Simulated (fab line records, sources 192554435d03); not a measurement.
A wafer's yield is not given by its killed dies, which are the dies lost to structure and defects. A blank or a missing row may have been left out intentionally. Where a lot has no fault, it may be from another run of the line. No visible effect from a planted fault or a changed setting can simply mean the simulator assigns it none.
fab line records	flow n5_finfet
[record] lots = 9	wafers = 27	last_day = 17
route steps=1938 shown BEOL_M1@823 BEOL_M4@1111 PASSIVATION@1936
lots that met no fault: taken from a fault-free run of the same line
start_h: hours from the record's first day to the start of the lot's first wafer shown	wait_h: time in hours since the lot's previous step	" same as the row above	L1.1+2: a row that stands for several wafers	- no value present, or no start provided	* or withheld: withheld	< > ~ a bound
route shown NAME@n: a module of which the file shows steps, and the number in the route of the first	usual: mean and standard deviation over wafers with no fault	same: alike in all rows	chamber/n: place in a boat	sites: each site's reading	_std_site: the values' standard deviation	_edge_site: the outer-site mean with the inner-site mean subtracted	radius_mm: for every site, how far away it sits from the centre of the wafer	mask NAME#n: copy n	behind: tool/chamber where the wafer was last shaped	hold: the reason the lot was held/the length of the hold in hours/how it ended	device: the n, p or np transistor that did not switch	end of line: the route-end tests of the same wafers	step lacking rows: just its recipe	killed: dies that structure and defects cost at the first sort, which is not the same as the wafer's yield	map: per-die view of a wafer (x killed, . not killed, _ where there is no die)
set.NAME: setting as actually run; set.NAME@STEP: the setting as run at that earlier step	model.NAME: the simulator's own value behind a step, which no gauge read
one table for each step of the route and one row for each wafer, over a sample of lots
services: the hour from which a tool's chamber was out of use, counted from the record's first day as start_h (under 0 if before that day), plus the number of hours and why
[[steps]]
[step N5_BEOL_M1_ANNEAL_89]
[recipe] temp_c = 400	time_s = 240	ambient = vacuum
[usual] heater_power_w = 878/76
lot.wafer	tool	chamber	start_h	wait_h	heater_power_w
L213.2	pvd_sputter-02	-	128.42	0.0	855
L213.4	"	-	"	"	956
L213.5	"	-	"	"	944
L218.1	pvd_sputter-01	-	157.19	0.0	978
L218.4	"	-	"	"	707
L218.6	"	-	"	"	844
L223.1	pvd_sputter-03	-	192.31	0.0	773
L223.5	"	-	"	"	799
L223.6	"	-	"	"	820
L226.2	pvd_sputter-02	-	213.92	0.0	938
L226.5	"	-	"	"	932
L226.6	"	-	"	"	941
L227.1	pvd_sputter-02	-	216.88	0.0	937
L227.2	"	-	"	"	925
L227.6	"	-	"	"	842
L225.1	pvd_sputter-03	-	217.01	0.0	777
L225.3	"	-	"	"	966
L225.4	"	-	"	"	911
L228.1	pvd_sputter-02	-	219.71	0.0	911
L228.3	"	-	"	"	854
L228.5	"	-	"	"	844
L229.3	pvd_sputter-03	-	222.33	0.0	840
L229.4	"	-	"	"	765
L229.6	"	-	"	"	941
L236.2	pvd_sputter-01	-	265.62	0.0	705
L236.3	"	-	"	"	847
L236.6	"	-	"	"	835
[step N5_BEOL_M1_SPUTTER_92]
[recipe] material = Cu	target_thk_a = 45	temp_c = -20	chamber_pressure_pa = 0.07	power_w = withheld	time_s = 8.29
[usual] throttle_valve_pct = 30.1/1.5
lot.wafer	tool	chamber	start_h	wait_h	throttle_valve_pct
L213.2	pvd_sputter-02	-	128.78	0.1	31.8
L213.4	"	-	"	"	30.3
L213.5	"	-	"	"	30.0
L218.1	pvd_sputter-01	-	157.55	0.1	28.3
L218.4	"	-	"	"	28.2
L218.6	"	-	"	"	30.8
L223.1	pvd_sputter-03	-	192.67	0.1	29.1
L223.5	"	-	"	"	28.8
L223.6	"	-	"	"	31.4
L226.2	pvd_sputter-02	-	214.28	0.1	30.2
L226.5	"	-	"	"	31.7
L226.6	"	-	"	"	27.7
L227.1	pvd_sputter-02	-	217.24	0.1	31.6
L227.2	"	-	"	"	30.4
L227.6	"	-	"	"	32.2
L225.1	pvd_sputter-03	-	217.37	0.1	28.9
L225.3	"	-	"	"	29.9
L225.4	"	-	"	"	32.0
L228.1	pvd_sputter-02	-	220.07	0.1	31.8
L228.3	"	-	"	"	32.3
L228.5	"	-	"	"	32.1
L229.3	pvd_sputter-03	-	222.69	0.1	31.2
L229.4	"	-	"	"	29.0
L229.6	"	-	"	"	31.7
L236.2	pvd_sputter-01	-	265.98	0.1	28.4
L236.3	"	-	"	"	29.8
L236.6	"	-	"	"	30.2
[step N5_BEOL_M1_CMP_52]
[recipe] stop_on = SiOC	t_overpolish_s = 6.8	down_force_psi = 1	platen_rpm = 50	clearing_platen_down_force_psi = 1.5	clearing_platen_rpm = 50	post_cmp_clean = cu_alkaline	target_thk_nm = 40	clearing_platen_pad_velocity_m_s = 0.99484	pad_velocity_m_s = 0.99484
[usual] barrier_field_endpoint_s = 25.1/0.57	motor_current_A = 6.0/0.55	overpolish_run_s = 6.800/0.0095	time_to_endpoint_s = 63.6/2.8
lot.wafer	tool	chamber	start_h	wait_h	barrier_field_endpoint_s	motor_current_A	overpolish_run_s	time_to_endpoint_s
L213.2	cmp-03	0	129.73	0.2	24.5	5.5	6.815	59.8
L213.4	"	1	"	"	26.7	6.6	6.819	65.3
L213.5	"	0	"	"	24.8	5.5	6.807	60.7
L218.4	cmp-03	2	158.49	0.1	25.1	6.2	6.794	59.8
L218.1	"	0	"	"	25.4	5.6	6.785	64.3
L218.6	"	2	"	"	25.4	5.9	6.793	60.5
L223.1	cmp-03	2	193.62	0.3	24.5	6.2	6.810	62.7
L223.6	"	2	"	"	25.4	6.3	6.799	61.1
L223.5	"	3	"	"	25.2	6.7	6.801	60.9
L226.2	cmp-04	0	215.25	0.2	25.5	5.6	6.781	66.9
L226.5	"	3	"	"	25.9	6.3	6.803	69.9
L226.6	"	0	"	"	25.4	5.4	6.788	66.8
L227.1	cmp-03	2	218.17	0.3	23.9	6.2	6.794	60.5
L227.2	"	0	"	"	24.8	5.4	6.801	65.7
L227.6	"	3	"	"	24.9	6.5	6.796	66.6
L225.3	cmp-03	2	218.40	0.3	24.6	6.5	6.819	60.4
L225.4	"	0	"	"	24.9	5.4	6.809	62.1
L225.1	"	1	"	"	24.8	6.3	6.802	62.9
L228.1	cmp-03	0	221.32	0.3	25.8	5.6	6.805	64.0
L228.3	"	1	"	"	41.3	6.4	0.046	81.1
L228.5	"	3	"	"	25.9	7.1	6.806	64.6
L229.4	cmp-02	1	223.62	0.1	26.5	6.4	6.815	68.7
L229.3	"	2	"	"	24.7	5.7	6.802	60.8
L229.6	"	2	"	"	24.8	5.4	6.821	61.3
L236.2	cmp-04	1	267.23	0.3	25.1	6.1	6.799	68.2
L236.3	"	2	"	"	25.2	5.1	6.793	60.5
L236.6	"	3	"	"	25.0	6.0	6.788	65.7
[step N5_BEOL_M1_THK_MEAS_53]
[recipe] thk_meas_gauge = xrf	reads = Cu_of_BEOL_M1_ECD_50
[usual] M1_THK = 40.2/1.7
lot.wafer	tool	chamber	start_h	wait_h	M1_THK[nm]
L213.2	film_metro-01	-	130.02	-	42.3
L213.4	"	-	"	"	42.1
L213.5	"	-	"	"	43.7
L218.1	film_metro-02	-	158.78	-	37.7
L218.4	"	-	"	"	39.6
L218.6	"	-	"	"	39.0
L223.1	film_metro-01	-	193.91	-	39.1
L223.5	"	-	"	"	42.7
L223.6	"	-	"	"	41.2
L226.2	film_metro-01	-	215.51	-	38.6
L226.5	"	-	"	"	42.2
L226.6	"	-	"	"	38.4
L227.1	film_metro-01	-	218.47	-	38.8
L227.2	"	-	"	"	41.5
L227.6	"	-	"	"	41.9
L225.1	film_metro-02	-	218.70	-	41.7
L225.3	"	-	"	"	38.9
L225.4	"	-	"	"	42.1
L228.1	film_metro-01	-	221.54	-	39.6
L228.3	"	-	"	"	166.7
L228.5	"	-	"	"	43.0
L229.3	film_metro-02	-	223.92	-	38.7
L229.4	"	-	"	"	44.5
L229.6	"	-	"	"	41.0
L236.2	film_metro-01	-	267.45	-	40.6
L236.3	"	-	"	"	40.7
L236.6	"	-	"	"	40.4
[step N5_BEOL_M1_PRE_CLEAN_60]
[recipe] gas = NH3/H2	time_s = 15	temp_c = *	rf_power_w = 300
[usual] heater_power_w = 78/18	rf_fwd_power_W = 296.3/1.2
lot.wafer	tool	chamber	start_h	wait_h	heater_power_w	rf_fwd_power_W
L213.2	cvd_co-01	2	130.09	0.1	46	297.2
L213.4	"	1	"	"	81	297.1
L213.5	"	2	"	"	47	295.3
L218.1	cvd_co-01	2	158.82	0.0	46	296.4
L218.4	"	1	"	"	81	294.3
L218.6	"	2	"	"	47	297.0
L223.1	cvd_co-01	1	193.95	0.0	81	297.2
L223.5	"	1	"	"	84	297.9
L223.6	"	2	"	"	47	296.8
L226.2	cvd_co-02	0	215.55	0.0	75	296.9
L226.5	"	1	"	"	82	297.0
L226.6	"	2	"	"	110	298.1
L227.1	cvd_co-01	1	218.51	0.0	82	296.6
L227.2	"	2	"	"	48	298.2
L227.6	"	2	"	"	48	297.5
L225.1	cvd_co-01	1	218.73	0.0	80	292.8
L225.3	"	0	"	"	81	297.2
L225.4	"	1	"	"	82	294.3
L228.1	cvd_co-02	2	221.58	0.0	107	296.8
L228.3	"	1	"	"	82	295.6
L228.5	"	2	"	"	107	296.4
L229.3	cvd_co-01	1	223.96	0.0	80	296.5
L229.4	"	1	"	"	82	296.2
L229.6	"	2	"	"	48	296.4
L236.2	cvd_co-02	1	267.49	0.0	87	296.5
L236.3	"	0	"	"	77	296.7
L236.6	"	0	"	"	77	296.2
[step N5_BEOL_M1_INSPECT_59]
[recipe] inspect_instrument = darkfield	mode = post_dep
[usual] raw_defect_count = 69/22
lot.wafer	tool	chamber	start_h	wait_h	raw_defect_count
L213.2	defect_inspect-02	-	130.40	0.0	53
L213.4	"	-	"	"	110
L213.5	"	-	"	"	105
L218.1	defect_inspect-02	-	159.07	0.0	56
L218.4	"	-	"	"	58
L218.6	"	-	"	"	50
L223.1	defect_inspect-01	-	194.20	0.0	39
L223.5	"	-	"	"	37
L223.6	"	-	"	"	71
L226.2	defect_inspect-02	-	215.85	0.0	96
L226.5	"	-	"	"	56
L226.6	"	-	"	"	45
L227.1	defect_inspect-02	-	218.76	0.0	58
L227.2	"	-	"	"	87
L227.6	"	-	"	"	78
L225.1	defect_inspect-02	-	219.01	0.0	85
L225.3	"	-	"	"	96
L225.4	"	-	"	"	102
L228.1	defect_inspect-02	-	221.86	0.0	62
L228.3	"	-	"	"	1569
L228.5	"	-	"	"	45
L229.3	defect_inspect-01	-	224.21	0.0	69
L229.4	"	-	"	"	118
L229.6	"	-	"	"	84
L236.2	defect_inspect-01	-	267.74	0.0	57
L236.3	"	-	"	"	74
L236.6	"	-	"	"	54
[step N5_BEOL_M4_RC_MEAS_101]
[usual] DIBL_N = 37.1/1.9	DIBL_P = 37.2/2.3	IOFF_N = 0.18/0.04	IOFF_P = 0.23/0.044	ION_N = 682/11	ION_P = 468/8.6	SS_N = 71.9/0.68	SS_P = 73.5/0.74	VT_N = 248/3.4	VT_P = -248/3.4
lot.wafer	tool	chamber	start_h	wait_h	DIBL_N[mV/V]	DIBL_P[mV/V]	IOFF_N[nA/um]	IOFF_P[nA/um]	ION_N[uA/um]	ION_P[uA/um]	SS_N[mV/dec]	SS_P[mV/dec]	VT_N[mV]	VT_P[mV]
L213.2	prober-01	0	170.05	0.2	38.1	37.9	0.19	0.25	676	471	71.6	73.4	248	-247
L213.4	"	0	"	"	35.5	34.4	0.13	0.20	668	460	71.4	72.3	254	-250
L213.5	"	0	"	"	38.4	37.7	0.19	0.25	679	465	72.1	73.3	250	-248
L218.1	prober-01	0	192.99	0.0	40.9	38.9	0.24	0.29	696	474	72.2	73.9	242	-246
L218.4	"	0	"	"	38.7	35.7	0.19	0.22	677	460	71.5	72.8	246	-248
L218.6	"	0	"	"	39.4	37.6	0.19	0.25	678	463	71.9	73.9	248	-248
L223.1	prober-01	0	226.21	0.0	36.6	38.5	0.17	0.20	685	461	71.6	74.0	249	-254
L223.5	"	0	"	"	34.3	37.1	0.14	0.18	676	461	70.7	73.0	254	-251
L223.6	"	0	"	"	34.6	35.9	0.14	0.17	675	456	71.0	72.0	251	-255
L226.2	prober-01	0	242.67	0.2	36.4	36.6	0.16	0.24	687	478	71.4	72.7	245	-246
L226.5	"	0	"	"	37.9	37.9	0.20	0.28	696	480	71.8	73.4	245	-246
L226.6	"	0	"	"	37.2	36.3	0.18	0.24	676	460	71.7	73.3	248	-246
L227.1	prober-02	0	246.10	0.0	38.3	39.1	0.22	0.28	692	470	72.2	73.0	246	-246
L227.2	"	0	"	"	37.2	36.0	0.18	0.21	667	453	73.5	73.0	251	-252
L227.6	"	0	"	"	37.1	35.7	0.19	0.21	663	458	72.6	73.1	248	-251
L225.1	prober-01	0	247.69	0.0	39.4	41.0	0.24	0.35	692	477	72.1	74.1	243	-243
L225.3	"	0	"	"	37.2	37.9	0.19	0.27	693	473	71.9	74.3	245	-247
L225.4	"	0	"	"	39.0	41.0	0.24	0.34	710	485	73.3	74.0	242	-242
L228.1	prober-02	0	256.00	0.0	34.2	33.6	0.12	0.17	650	453	71.5	72.0	253	-255
L228.5	"	0	"	"	39.3	41.4	0.20	0.28	679	460	72.3	74.5	250	-245
L229.3	prober-01	0	261.19	0.3	40.2	42.0	0.26	0.30	697	471	73.5	74.6	244	-245
L229.4	"	0	"	"	37.6	39.5	0.20	0.26	687	465	72.0	74.1	246	-248
L229.6	"	0	"	"	39.0	39.6	0.22	0.25	681	455	72.6	74.0	246	-247
L236.2	prober-02	0	297.97	0.2	36.4	36.7	0.17	0.21	672	459	71.2	73.0	248	-252
L236.3	"	0	"	"	36.8	36.7	0.17	0.22	671	454	72.2	73.5	248	-250
L236.6	"	0	"	"	37.0	37.2	0.18	0.23	675	460	71.9	73.8	247	-250
[step N5_PASSIVATION_PROBE_49]
[usual] defect_limited_yield = 91.5/1.4	killed_at_M0_to_M3 = 32/9.7	killed_at_M4_up = 14/5.3	killed_at_contacts = 11/6	killed_at_front_end = 39/14	killed_at_other = 3.3/2.7	killed_dies = 100/17	killed_on_rim = 14/4	killed_open = 66/13	killed_short = 32/7.4	sort_bin_5_function = 4.9/0.9	sort_bin_6_memory = 3.2/0.72	sort_n_pass = 1080/17	sort_yield_pct = 91.5/1.4
[same] gross_dies = 1180	killed_at_back_side = 0	sort_bin_4_leakage[%] = 0	sort_bin_8_speed[%] = 0
lot.wafer	tool	chamber	start_h	wait_h	defect_limited_yield[%]	killed_at_M0_to_M3	killed_at_M4_up	killed_at_contacts	killed_at_front_end	killed_at_other	killed_dies	killed_on_rim	killed_open	killed_short	sort_bin_5_function[%]	sort_bin_6_memory[%]	sort_n_pass	sort_yield_pct[%]
L213.2	prober-02	-	283.46	0.1	92.0	34	18	9	28	5	94	17	63	31	5.2	2.6	1086	92.0
L213.4	prober-02	-	283.56	0.2	94.3	30	10	7	13	7	67	5	42	25	3.2	2.1	1113	94.3
L213.5	prober-02	-	283.61	0.2	91.9	45	13	2	31	4	95	10	59	36	4.3	3.4	1085	91.9
L218.1	prober-02	-	294.63	0.0	89.0	34	12	27	52	5	130	10	89	41	6.6	4.3	1050	89.0
L218.4	prober-02	-	294.78	0.2	92.2	35	9	5	38	5	92	13	54	38	5.1	2.6	1088	92.2
L218.6	prober-02	-	294.88	0.3	90.8	39	15	9	44	2	109	19	69	40	5.3	3.7	1071	90.8
L223.1	prober-01	-	328.69	0.0	89.5	37	12	12	62	1	124	20	81	40	5.9	4.1	1056	89.5
L223.5	prober-01	-	328.89	0.2	90.4	25	11	22	51	4	113	18	73	39	5.8	3.6	1067	90.4
L223.6	prober-01	-	328.94	0.3	89.4	34	11	17	54	9	125	14	88	36	6.4	3.8	1055	89.4
L226.2	prober-01	-	337.44	0.1	91.7	34	10	18	35	1	98	10	58	39	5.3	2.7	1082	91.7
L226.5	prober-01	-	337.59	0.2	93.6	32	14	5	20	4	75	9	54	20	3.8	2.0	1105	93.6
L226.6	prober-01	-	337.64	0.3	92.7	25	19	15	23	4	86	8	57	29	3.6	3.2	1094	92.7
L227.1	prober-01	-	342.74	0.0	92.2	18	17	12	42	3	92	17	65	27	4.7	2.9	1088	92.2
L227.2	prober-01	-	342.79	0.1	92.4	30	17	8	33	2	90	10	56	33	4.5	3.1	1090	92.4
L227.6	prober-01	-	342.99	0.3	90.3	35	25	19	35	0	114	20	87	27	6.0	3.3	1066	90.3
L225.1	prober-02	-	351.37	0.0	90.4	48	23	6	30	6	113	13	85	28	5.4	4.0	1067	90.4
L225.3	prober-02	-	351.47	0.1	92.6	30	10	4	42	1	87	9	56	31	4.1	3.1	1093	92.6
L225.4	prober-02	-	351.52	0.2	90.6	29	16	8	51	7	111	12	74	37	4.7	4.3	1069	90.6
L228.1	prober-02	-	355.56	0.0	91.6	29	14	17	34	5	99	10	70	28	5.6	2.7	1081	91.6
L228.3	prober-02	-	355.66	0.1	0	1128	13	8	27	4	1180	152	53	35	4.2	3.1	0	0
L228.5	prober-02	-	355.76	0.2	91.1	39	10	12	35	9	105	13	68	37	4.8	3.2	1075	91.1
L229.3	prober-02	-	367.95	0.1	93.9	28	8	4	31	1	72	10	44	27	3.3	2.2	1108	93.9
L229.4	prober-02	-	368.00	0.2	92.7	27	9	7	41	2	86	14	49	29	4.1	2.1	1094	92.7
L229.6	prober-02	-	368.10	0.3	93.1	28	7	20	26	0	81	9	59	22	3.7	3.1	1099	93.1
L236.2	prober-01	-	403.01	0.1	93.2	21	7	11	41	0	80	11	61	16	3.3	2.9	1100	93.2
L236.3	prober-01	-	403.06	0.1	92.9	15	11	7	46	5	84	14	50	34	4.7	1.9	1096	92.9
L236.6	prober-01	-	403.21	0.3	92.0	24	22	13	27	8	94	15	64	30	4.7	3.0	1086	92.0
// killed by level:class
L213.2 BEOL_M2:geometric_particle:open=13 MOL_CONTACT_COAG:geometric_particle:open=9 FIN_SAQP:geometric_particle:short=8 BEOL_M4:geometric_particle:open=8 BEOL_M1:geometric_particle:open=7 FIN_SAQP:geometric_particle:open=6 GATE_CUT:geometric_particle:short=5 BEOL_M0_SAQP:geometric_particle:short=5
L213.4 BEOL_M3:geometric_particle:open=8 MOL_CONTACT_COAG:geometric_particle:open=6 BEOL_M0_SAQP:geometric_particle:open=6 BEOL_M0_SAQP:geometric_particle:short=5 FIN_SAQP:geometric_particle:short=4 BEOL_M2:geometric_particle:open=4 BEOL_M3:geometric_particle:short=4 MIM_TOP_ETCH:geometric_particle:open=3
L213.5 BEOL_M3:geometric_particle:open=11 FIN_SAQP:geometric_particle:short=10 BEOL_M0_SAQP:geometric_particle:open=9 BEOL_M0_SAQP:geometric_particle:short=9 BEOL_M2:geometric_particle:open=9 FIN_SAQP:geometric_particle:open=6 GATE_CUT:geometric_particle:short=4 BEOL_M1:geometric_particle:open=4
L218.1 MOL_CONTACT_COAG:geometric_particle:open=25 FIN_SAQP:geometric_particle:short=15 FIN_SAQP:geometric_particle:open=15 BEOL_M2:geometric_particle:open=9 BEOL_M3:geometric_particle:open=8 BEOL_M0_SAQP:geometric_particle:open=8 BEOL_M4:geometric_particle:open=7 STI_FIN_REVEAL:geometric_particle:open=6
L218.4 STI_FIN_REVEAL:geometric_particle:open=12 BEOL_M0_SAQP:geometric_particle:open=10 FIN_SAQP:geometric_particle:short=9 BEOL_M2:geometric_particle:open=9 BEOL_M0_SAQP:geometric_particle:short=8 GATE_CUT:geometric_particle:short=7 MOL_CONTACT_COAG:geometric_particle:open=4 BEOL_M2:geometric_particle:short=4
L218.6 FIN_SAQP:geometric_particle:short=12 BEOL_M2:geometric_particle:open=12 BEOL_M0_SAQP:geometric_particle:short=10 STI_FIN_REVEAL:geometric_particle:open=9 MOL_CONTACT_COAG:geometric_particle:open=8 BEOL_M0_SAQP:geometric_particle:open=8 BEOL_M4:geometric_particle:open=7 BEOL_M1:geometric_particle:open=5
L223.1 FIN_SAQP:geometric_particle:open=14 STI_FIN_REVEAL:geometric_particle:open=13 MOL_CONTACT_COAG:geometric_particle:open=12 FIN_SAQP:geometric_particle:short=11 BEOL_M0_SAQP:geometric_particle:open=10 BEOL_M0_SAQP:geometric_particle:short=10 DUMMY_GATE:geometric_particle:open=7 BEOL_M2:geometric_particle:open=7
L223.5 FIN_SAQP:geometric_particle:short=16 STI_FIN_REVEAL:geometric_particle:open=15 MOL_CONTACT_COAG:geometric_particle:open=15 BEOL_M0_SAQP:geometric_particle:open=9 BEOL_M4:geometric_particle:open=8 FIN_SAQP:geometric_particle:open=7 MOL_CONTACT_COAG:geometric_particle:short=7 BEOL_M0_SAQP:geometric_particle:short=6
L223.6 STI_FIN_REVEAL:geometric_particle:open=20 MOL_CONTACT_COAG:geometric_particle:open=16 FIN_SAQP:geometric_particle:open=9 BEOL_M0_SAQP:geometric_particle:short=9 STI_FIN_REVEAL:geometric_particle:short=8 BEOL_M2:geometric_particle:open=7 BEOL_M0_SAQP:geometric_particle:open=7 BEOL_M4:geometric_particle:open=7
L226.2 MOL_CONTACT_COAG:geometric_particle:open=14 BEOL_M0_SAQP:geometric_particle:open=13 BEOL_M0_SAQP:geometric_particle:short=11 STI_FIN_REVEAL:geometric_particle:open=8 FIN_SAQP:geometric_particle:short=7 FIN_SAQP:geometric_particle:open=6 BEOL_M4:geometric_particle:open=5 GATE_CUT:geometric_particle:short=4
L226.5 BEOL_M3:geometric_particle:open=10 BEOL_M0_SAQP:geometric_particle:open=9 STI_FIN_REVEAL:geometric_particle:open=7 BEOL_M0_SAQP:geometric_particle:short=7 MOL_CONTACT_COAG:geometric_particle:open=5 BEOL_M5:geometric_particle:open=4 FIN_SAQP:geometric_particle:open=3 FIN_SAQP:geometric_particle:short=3
L226.6 MOL_CONTACT_COAG:geometric_particle:open=14 BEOL_M4:geometric_particle:open=10 BEOL_M0_SAQP:geometric_particle:short=8 BEOL_M0_SAQP:geometric_particle:open=6 FIN_SAQP:geometric_particle:short=4 FIN_SAQP:geometric_particle:open=4 GATE_CUT:geometric_particle:short=4 BEOL_M3:geometric_particle:open=4
L227.1 STI_FIN_REVEAL:geometric_particle:open=16 MOL_CONTACT_COAG:geometric_particle:open=11 BEOL_M4:geometric_particle:open=11 BEOL_M3:geometric_particle:open=8 FIN_SAQP:geometric_particle:open=6 STARTING-WAFER:geometric_particle:short=6 GATE_CUT:geometric_particle:short=4 BEOL_M4:geometric_particle:short=3
L227.2 FIN_SAQP:geometric_particle:short=9 FIN_SAQP:geometric_particle:open=8 BEOL_M2:geometric_particle:open=8 DUMMY_GATE:geometric_particle:open=7 MOL_CONTACT_COAG:geometric_particle:open=5 BEOL_M0_SAQP:geometric_particle:short=5 BEOL_M0_SAQP:geometric_particle:open=4 BEOL_M8:geometric_particle:open=4
L227.6 MOL_CONTACT_COAG:geometric_particle:open=17 STI_FIN_REVEAL:geometric_particle:open=14 BEOL_M4:geometric_particle:open=13 BEOL_M2:geometric_particle:open=8 BEOL_M8:geometric_particle:open=7 BEOL_M0_SAQP:geometric_particle:short=6 BEOL_M0_SAQP:geometric_particle:open=6 GATE_CUT:geometric_particle:open=5
L225.1 BEOL_M3:geometric_particle:open=16 BEOL_M4:geometric_particle:open=14 BEOL_M0_SAQP:geometric_particle:short=9 STI_FIN_REVEAL:geometric_particle:open=8 BEOL_M0_SAQP:geometric_particle:open=8 FIN_SAQP:geometric_particle:open=7 BEOL_M1:geometric_particle:open=6 MOL_CONTACT_COAG:geometric_particle:open=5
L225.3 BEOL_M3:geometric_particle:open=9 FIN_SAQP:geometric_particle:open=7 BEOL_M0_SAQP:geometric_particle:open=7 FIN_SAQP:geometric_particle:short=6 STI_FIN_REVEAL:geometric_particle:open=6 DUMMY_GATE:geometric_particle:open=5 GATE_CUT:geometric_particle:short=5 BEOL_M1:geometric_particle:open=4
L225.4 STI_FIN_REVEAL:geometric_particle:open=14 FIN_SAQP:geometric_particle:short=8 DUMMY_GATE:geometric_particle:open=8 BEOL_M3:geometric_particle:open=7 MOL_CONTACT_COAG:geometric_particle:open=7 BEOL_M0_SAQP:geometric_particle:open=6 FIN_SAQP:geometric_particle:open=5 BEOL_M5:geometric_particle:open=5
L228.1 MOL_CONTACT_COAG:geometric_particle:open=14 STI_FIN_REVEAL:geometric_particle:open=11 BEOL_M4:geometric_particle:open=11 BEOL_M0:geometric_particle:open=7 BEOL_M0_SAQP:geometric_particle:short=6 FIN_SAQP:geometric_particle:short=5 DUMMY_GATE:geometric_particle:short=4 BEOL_M0_SAQP:geometric_particle:open=4
L228.3 BEOL_M1:area_cmp=1092 BEOL_M0_SAQP:geometric_particle:open=16 BEOL_M0_SAQP:geometric_particle:short=11 MOL_CONTACT_COAG:geometric_particle:open=7 FIN_SAQP:geometric_particle:open=5 FIN_SAQP:geometric_particle:short=5 STI_FIN_REVEAL:geometric_particle:open=5 BEOL_M4:geometric_particle:open=5
L228.5 BEOL_M0_SAQP:geometric_particle:short=20 STI_FIN_REVEAL:geometric_particle:open=14 MOL_CONTACT_COAG:geometric_particle:open=12 BEOL_M0_SAQP:geometric_particle:open=7 FIN_SAQP:geometric_particle:open=5 BEOL_M3:geometric_particle:open=5 BEOL_M4:geometric_particle:open=5 BEOL_M2:geometric_particle:open=4
L229.3 GATE_CUT:geometric_particle:short=6 BEOL_M3:geometric_particle:open=6 GATE_CUT:geometric_particle:open=5 STI_FIN_REVEAL:geometric_particle:open=5 BEOL_M0_SAQP:geometric_particle:short=5 FIN_SAQP:geometric_particle:short=4 FIN_SAQP:geometric_particle:open=3 BEOL_M0_SAQP:geometric_particle:open=3
L229.4 FIN_SAQP:geometric_particle:open=8 FIN_SAQP:geometric_particle:short=8 BEOL_M0_SAQP:geometric_particle:open=8 HKMG_FIN:area_etch=8 GATE_CUT:geometric_particle:short=6 STARTING-WAFER:geometric_particle:open=5 MOL_CONTACT_COAG:geometric_particle:open=5 BEOL_M3:geometric_particle:open=4
L229.6 MOL_CONTACT_COAG:geometric_particle:open=18 BEOL_M2:geometric_particle:open=7 FIN_SAQP:geometric_particle:short=6 STI_FIN_REVEAL:geometric_particle:open=5 BEOL_M0_SAQP:geometric_particle:short=5 FIN_SAQP:geometric_particle:open=4 BEOL_M0:geometric_particle:open=4 BEOL_M1:geometric_particle:open=3
L236.2 STI_FIN_REVEAL:geometric_particle:open=13 MOL_CONTACT_COAG:geometric_particle:open=8 FIN_SAQP:geometric_particle:open=7 BEOL_M0_SAQP:geometric_particle:open=7 STARTING-WAFER:geometric_particle:open=6 GATE_CUT:geometric_particle:short=4 BEOL_M0_SAQP:geometric_particle:short=4 BEOL_M3:geometric_particle:open=4
L236.3 STI_FIN_REVEAL:geometric_particle:open=10 GATE_CUT:geometric_particle:short=7 GATE_CUT:geometric_particle:open=6 MOL_CONTACT_COAG:geometric_particle:open=6 FIN_SAQP:geometric_particle:short=5 FIN_SAQP:geometric_particle:open=5 STI_FIN_REVEAL:geometric_particle:short=4 BEOL_M3:geometric_particle:open=4
L236.6 MOL_CONTACT_COAG:geometric_particle:open=11 STI_FIN_REVEAL:geometric_particle:open=8 BEOL_M0_SAQP:geometric_particle:open=7 BEOL_M4:geometric_particle:open=7 BEOL_M5:geometric_particle:open=5 GATE_CUT:geometric_particle:short=4 BEOL_M1:geometric_particle:open=4 PASS1_CAP:geometric_particle:short=4
[[services]]
tool	chamber	start_h	hours	kind
cvd_co-02	1	114.67	-	clean
cvd_co-02	1	114.67	22.0	scheduled_down
cvd_co-02	1	114.67	22.0	vent_cycle
cvd_co-01	-	123.87	5.0	repair
cvd_co-02	-	128.90	6.0	pm
pvd_sputter-03	-	139.16	3.7	repair
cmp-04	-	158.74	3.8	repair
cmp-02	-	178.01	4.0	pm
cmp-02	-	182.01	-	consumable_replace:conditioner
cmp-02	-	182.01	-	consumable_replace:pad
cmp-03	-	184.14	4.0	pm
cmp-03	-	188.14	-	consumable_replace:conditioner
cmp-03	-	188.14	-	consumable_replace:pad
cmp-02	-	210.96	1.2	repair
cmp-04	-	219.35	4.8	pm
cmp-04	-	230.39	0.8	repair
cmp-04	-	244.50	5.0	repair
cmp-02	-	256.81	4.4	pm
[[key]]
[first_sign] step = N5_BEOL_M1_CMP_52	reading = overpolish_run_s	direction = down	sigmas = 99+	usual = 6.800	struck = 0.046
[effect] step = N5_BEOL_M1_CMP_52	reading = barrier_field_endpoint_s	direction = up	sigmas = 28	usual = 25.1	struck = 41.3
[effect] step = N5_BEOL_M1_THK_MEAS_53	reading = M1_THK	direction = up	sigmas = 76	usual = 40.2	struck = 166.7
[effect] step = N5_BEOL_M1_INSPECT_59	reading = raw_defect_count	direction = up	sigmas = 67	usual = 69	struck = 1569
[effect] step = N5_PASSIVATION_PROBE_49	reading = killed_at_M0_to_M3	direction = up	sigmas = 99+	usual = 32	struck = 1128
[more_kills_born_at] N5_BEOL_M1_CMP_52@cmp-03 = 1092
met_at N5_BEOL_M1_CMP_52
struck_lots L228
struck_wafers L228.3
later_rows_left_out L228.3
not_acting_at N5_BEOL_M1_ANNEAL_89,N5_BEOL_M1_SPUTTER_92,N5_BEOL_M1_PRE_CLEAN_60
onset_between 218.40 221.32
[fault] kind = process_parameter_drift	tool = cmp-03	chamber = -	onset_h = 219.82	steps = N5_BEOL_M1_CMP_52	channel = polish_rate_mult	offset = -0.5	shape = step	end_h = 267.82	scope = struck_wafers_only
// later_rows_left_out: the simulator's readings of these wafers behind a module that went badly wrong aren't trusted and aren't shown, but for the sort
